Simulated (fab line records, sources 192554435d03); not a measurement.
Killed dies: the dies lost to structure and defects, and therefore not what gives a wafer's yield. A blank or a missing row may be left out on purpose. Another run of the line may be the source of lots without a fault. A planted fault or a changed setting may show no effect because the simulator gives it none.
Split-lot experiment || flow n5_finfet || 7 lots, 21 wafers read, on a route of 1938 steps

## ABOUT THE SPLIT
At N5_BEOL_M12_ETCH_59 (etches BARC in N2/H2, target depth 89 nm, overetch 26.7 nm, time 67.9 s), the setting bias_w was moved away from the recipe's 150 W on 3 of the 21 wafers read, by -14.5% to +7.5%. The other wafers ran this setting at the recipe's value.

The split's own step is where the reading is taken.

## THE READING
rf_vpp_V, in V, at N5_BEOL_M12_ETCH_59 (etches BARC in N2/H2, target depth 89 nm, overetch 26.7 nm, time 67.9 s). A value of 523.5 V with a standard deviation of 2.2 V is what fault-free wafers of this fab line usually give.

{"wafer": "L075.1", "tool, chamber at the split": "rie_diel-06, 2", "bias_w as run, W": 150, "against the recipe": "recipe", "rf_vpp_V, V": 521.7, "against lot-mates on the recipe": "-"}
{"wafer": "L075.4", "tool, chamber at the split": "rie_diel-06, 1", "bias_w as run, W": 150, "against the recipe": "recipe", "rf_vpp_V, V": 521.0, "against lot-mates on the recipe": "-"}
{"wafer": "L075.5", "tool, chamber at the split": "rie_diel-06, 2", "bias_w as run, W": 128.2, "against the recipe": "-14.5%", "rf_vpp_V, V": 470.9, "against lot-mates on the recipe": -50.5}
{"wafer": "L080.3", "tool, chamber at the split": "rie_diel-03, 3", "bias_w as run, W": 150, "against the recipe": "recipe", "rf_vpp_V, V": 523.7, "against lot-mates on the recipe": "-"}
{"wafer": "L080.4", "tool, chamber at the split": "rie_diel-03, 1", "bias_w as run, W": 150, "against the recipe": "recipe", "rf_vpp_V, V": 524.7, "against lot-mates on the recipe": "-"}
{"wafer": "L080.6", "tool, chamber at the split": "rie_diel-03, 1", "bias_w as run, W": 150, "against the recipe": "recipe", "rf_vpp_V, V": 525.9, "against lot-mates on the recipe": "-"}
{"wafer": "L085.4", "tool, chamber at the split": "rie_diel-06, 1", "bias_w as run, W": 150, "against the recipe": "recipe", "rf_vpp_V, V": 519.8, "against lot-mates on the recipe": "-"}
{"wafer": "L085.5", "tool, chamber at the split": "rie_diel-06, 0", "bias_w as run, W": 150, "against the recipe": "recipe", "rf_vpp_V, V": 521.6, "against lot-mates on the recipe": "-"}
{"wafer": "L085.6", "tool, chamber at the split": "rie_diel-06, 1", "bias_w as run, W": 150, "against the recipe": "recipe", "rf_vpp_V, V": 519.4, "against lot-mates on the recipe": "-"}
{"wafer": "L083.3", "tool, chamber at the split": "rie_diel-06, 2", "bias_w as run, W": 150, "against the recipe": "recipe", "rf_vpp_V, V": 519.9, "against lot-mates on the recipe": "-"}
{"wafer": "L083.5", "tool, chamber at the split": "rie_diel-06, 1", "bias_w as run, W": 150, "against the recipe": "recipe", "rf_vpp_V, V": 520.3, "against lot-mates on the recipe": "-"}
{"wafer": "L083.6", "tool, chamber at the split": "rie_diel-06, 2", "bias_w as run, W": 150, "against the recipe": "recipe", "rf_vpp_V, V": 520.9, "against lot-mates on the recipe": "-"}
{"wafer": "L084.1", "tool, chamber at the split": "rie_diel-06, 3", "bias_w as run, W": 150, "against the recipe": "recipe", "rf_vpp_V, V": 522.2, "against lot-mates on the recipe": "-"}
{"wafer": "L084.2", "tool, chamber at the split": "rie_diel-06, 2", "bias_w as run, W": 150, "against the recipe": "recipe", "rf_vpp_V, V": 521.3, "against lot-mates on the recipe": "-"}
{"wafer": "L084.5", "tool, chamber at the split": "rie_diel-06, 2", "bias_w as run, W": 150, "against the recipe": "recipe", "rf_vpp_V, V": 520.0, "against lot-mates on the recipe": "-"}
{"wafer": "L090.2", "tool, chamber at the split": "rie_diel-03, 2", "bias_w as run, W": 161.3, "against the recipe": "+7.5%", "rf_vpp_V, V": 549.5, "against lot-mates on the recipe": "+23.2"}
{"wafer": "L090.3", "tool, chamber at the split": "rie_diel-03, 0", "bias_w as run, W": 161.3, "against the recipe": "+7.5%", "rf_vpp_V, V": 552.7, "against lot-mates on the recipe": "+26.4"}
{"wafer": "L090.6", "tool, chamber at the split": "rie_diel-03, 2", "bias_w as run, W": 150, "against the recipe": "recipe", "rf_vpp_V, V": 526.3, "against lot-mates on the recipe": "-"}
{"wafer": "L092.1", "tool, chamber at the split": "rie_diel-03, 0", "bias_w as run, W": 150, "against the recipe": "recipe", "rf_vpp_V, V": 526.6, "against lot-mates on the recipe": "-"}
{"wafer": "L092.2", "tool, chamber at the split": "rie_diel-03, 2", "bias_w as run, W": 150, "against the recipe": "recipe", "rf_vpp_V, V": 524.4, "against lot-mates on the recipe": "-"}
{"wafer": "L092.4", "tool, chamber at the split": "rie_diel-03, 1", "bias_w as run, W": 150, "against the recipe": "recipe", "rf_vpp_V, V": 523.4, "against lot-mates on the recipe": "-"}

THE FIT
A straight line over all 21 wafers: rf_vpp_V changes by +3.64 V for each +1% of bias_w; r = +0.99; the points scatter about the line by 2.4 V.
The same after taking each lot's own level away (the mean of its wafers on the recipe; 21 wafers): +3.41 V for each +1%; r = +1.00; scatter 1 V.
According to that fit, moving bias_w by its largest amount changes the reading by 50 V.
Across the lots, their own levels run from 520.27 to 526.30 V, a range of 2.7 times the standard deviation given above.
The two slopes agree, so the slope changes little with the lot-to-lot level.
Check: with one of the wafers moved furthest among these (-14.5%) left out of the fit, the line predicts -47.8 V for it against its lot-mates. Against them it came out at -50.5 V.
Tool readings at the split's step, against how far the setting was moved: rf_vpp_V r = +0.99.

## ADDITIONAL SPLITS CARRIED BY THESE WAFERS
Other splits were also applied to these wafers ahead of the reading. Each is held against what the fit with the lots' levels taken away leaves over:
{"other split on the same wafers": "N5_BEOL_M8_DESCUM_33 time_s", "wafers away from the commonest value": 6, "r with rf_vpp_V (lot level and that fit taken away)": "+0.12"}
{"other split on the same wafers": "N5_BEOL_M9_DESCUM_16 time_s", "wafers away from the commonest value": 7, "r with rf_vpp_V (lot level and that fit taken away)": -0.25}
{"other split on the same wafers": "N5_BEOL_M9_COAT_63 spin_rpm", "wafers away from the commonest value": 7, "r with rf_vpp_V (lot level and that fit taken away)": "+0.15"}
{"other split on the same wafers": "N5_BEOL_M10_VIA_ETCH_34 bias_w", "wafers away from the commonest value": 6, "r with rf_vpp_V (lot level and that fit taken away)": "+0.05"}
{"other split on the same wafers": "N5_BEOL_M10_ETCH_41 source_w", "wafers away from the commonest value": 8, "r with rf_vpp_V (lot level and that fit taken away)": -0.08}
{"other split on the same wafers": "N5_BEOL_M11_COAT_05 spin_rpm", "wafers away from the commonest value": 7, "r with rf_vpp_V (lot level and that fit taken away)": -0.19}
{"other split on the same wafers": "N5_BEOL_M11_ETCH_62 bias_w", "wafers away from the commonest value": 8, "r with rf_vpp_V (lot level and that fit taken away)": "+0.01"}

## FILE'S OWN FIT
rf_vpp_V changes by +3.43 V for each +1% of bias_w, r = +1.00.
